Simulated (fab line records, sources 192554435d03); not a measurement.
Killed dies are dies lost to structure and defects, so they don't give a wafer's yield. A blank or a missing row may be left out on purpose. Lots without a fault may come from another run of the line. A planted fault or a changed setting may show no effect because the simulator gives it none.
Chamber matching | flow n5_finfet | N5_BEOL_M3_ETCH_63 on rie_diel-04: 4 sister chambers
The step etches SiARC in CF4, target depth 15.6 nm, time 26 s. 4 wafers are shown with their chamber, then 10 later ones without.

WAFERS WITH THEIR CHAMBER
wafer  | chamber | drypump_motor_current_A (A)
L084.6 | 2       | 6.4
L089.1 | 0       | 6.1
L089.5 | 1       | 6.3
L090.4 | 3       | 5.4

WAFERS WITHOUT THEIR CHAMBER
wafer  | drypump_motor_current_A (A)
L090.6 | 6.4
L093.2 | 6.4
L093.4 | 6.3
L093.5 | 6.1
L094.2 | 5.3
L094.4 | 6.3
L094.6 | 6.4
L097.4 | 5.3
L097.5 | 6.4
L097.6 | 6.3

WHICH CHAMBER EACH WENT THROUGH
wafer  | from the rows above | in truth
L090.6 | 2                   | 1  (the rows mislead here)
L093.2 | 2                   | 2
L093.4 | 1                   | 1
L093.5 | 0                   | 0
L094.2 | 3                   | 3
L094.4 | 1                   | 1
L094.6 | 2                   | 2
L097.4 | 3                   | 3
L097.5 | 2                   | 2
L097.6 | 1                   | 1
Placed correctly: 9 of 10. Can't be placed from these rows: 0. Placed wrongly: 1.
How it was worked out, from the rows above alone: a wafer's distance from a chamber is the root of the sum, over the readings, of the square of ((its reading less the chamber's mean) divided by the reading's scatter). The wafer belongs to the nearest chamber; if the next one is less than 2 further off, it can't be placed. A chamber's mean is the mean of its shown wafers. The scatter: with one shown wafer a chamber, the root of the mean of the squares of how far each hidden wafer lies from its nearest shown one.
